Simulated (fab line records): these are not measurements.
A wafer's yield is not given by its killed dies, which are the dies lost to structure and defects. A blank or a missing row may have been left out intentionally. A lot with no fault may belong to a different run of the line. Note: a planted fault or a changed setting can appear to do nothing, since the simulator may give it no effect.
A lot that was struck, set against a sound lot | flow nandHarc | 15 steps out of a route of 1302
Sound: wafers L182.2, L182.3, L182.5. Struck: wafer L177.2. The cause is given at the end.
For every step that has rows: the tool of each side, followed by ch and its chambers, followed by its first start. Under that, the readings that differ: sound wafers | struck wafers | difference of the means | sigmas: that difference in standard deviations of wafers without a fault.
alike: readings with means less than 2 such deviations apart, plus words and numbers identical on both sides. not compared: withheld readings, readings lacking a value on some wafer, bounds such as >300 that could conceal the same value, and numbers that have no deviation in the record and whose values overlap.
Wherever a step has rows on one side only, a row that says differs or no value, or a row with sigmas, the two part there. Non-overlapping numbers with no deviation appear without sigmas and do not part them. A reading missing from all wafers of one side parts the sides only when that side holds two or more wafers.

NHARC_A_DECK1_JOINT_ETCHBACK_00: etches the open film in HBr, target depth 30 nm, time 17.4 s.
  sound on rieSi-01 ch 1,3, day 18 16:38; struck on rieSi-03 ch 2, day 16 06:12
reading             | sound             | struck | difference | sigmas
oesProductAu (a.u.) | 0.989 0.996 0.995 | 1.015  | +0.022     | +2
  alike: biasW, drypumpMotorCurrentA, throttleValvePct
  not compared: rfHoursCounterH
then, 8 steps without rows for these wafers: NHARC_A_DECK1_JOINT_PRECLEAN_30 (cleans in SC1); NHARC_A_DECK1_JOINT_SRD_31; NHARC_A_DECK1_JOINT_CVD_34 (deposits SiNx, target thk 20 nm); NHARC_A_DECK1_JOINT_DEP_06 (deposits SiOx, target thk 80 nm); NHARC_A_DECK1_JOINT_CURE_26 (time 32 s); NHARC_A_DECK1_JOINT_ANNEAL_27 (time 3600 s); NHARC_A_DECK1_JOINT_ANNEAL_28 (time 1800 s); NHARC_A_DECK1_JOINT_ANNEAL_29 (time 1800 s).
NHARC_A_DECK1_JOINT_CMP_02: polishes SiOx.
  sound on cmp-01 ch 0,1,3, day 19 22:04; struck on cmp-01 ch 3, day 17 07:35
  alike: motorCurrentA
following that, these wafers have no rows for 1 step: NHARC_A_DECK1_JOINT_SRD_15.
NHARC_A_DECK1_JOINT_DEP_16: deposits SiO2, target thk 45 nm.
  sound on pecvd-01 ch 0,1,2, day 19 22:26; struck on pecvd-04 ch 2, day 17 08:01
reading              | sound          | struck | difference | sigmas
throttleValvePct (%) | 16.1 16.5 16.1 | 15.2   | -1.0       | -2
  alike: heaterPowerW, susceptorTempC
NHARC_A_DECK1_JOINT_THK_MEAS_17: measures by ellipsometry.
  sound on filmMetro-01 at day 19 22:41; struck on filmMetro-01 at day 17 08:16
reading    | sound          | struck | difference | sigmas
thkNm (nm) | 45.3 43.7 45.7 | 49.6   | +4.7       | +4
  not compared: hold
NHARC_A_DECK1_JOINT_INSPECT_05:
  sound on defectInspect-01 at day 19 22:43; struck on defectInspect-01 at day 17 08:18
  alike: rawDefectCount
  not compared: hold
following that, these wafers have no rows for 1 step: NHARC_END_SORT_01.

== WHERE THEY PART ==
At NHARC_A_DECK1_JOINT_ETCHBACK_00 first; at NHARC_A_DECK1_JOINT_THK_MEAS_17 last (within this record only). Later steps at which nothing parts them and some readings are alike: NHARC_A_DECK1_JOINT_INSPECT_05.

WHY: whatever the simulator had introduced
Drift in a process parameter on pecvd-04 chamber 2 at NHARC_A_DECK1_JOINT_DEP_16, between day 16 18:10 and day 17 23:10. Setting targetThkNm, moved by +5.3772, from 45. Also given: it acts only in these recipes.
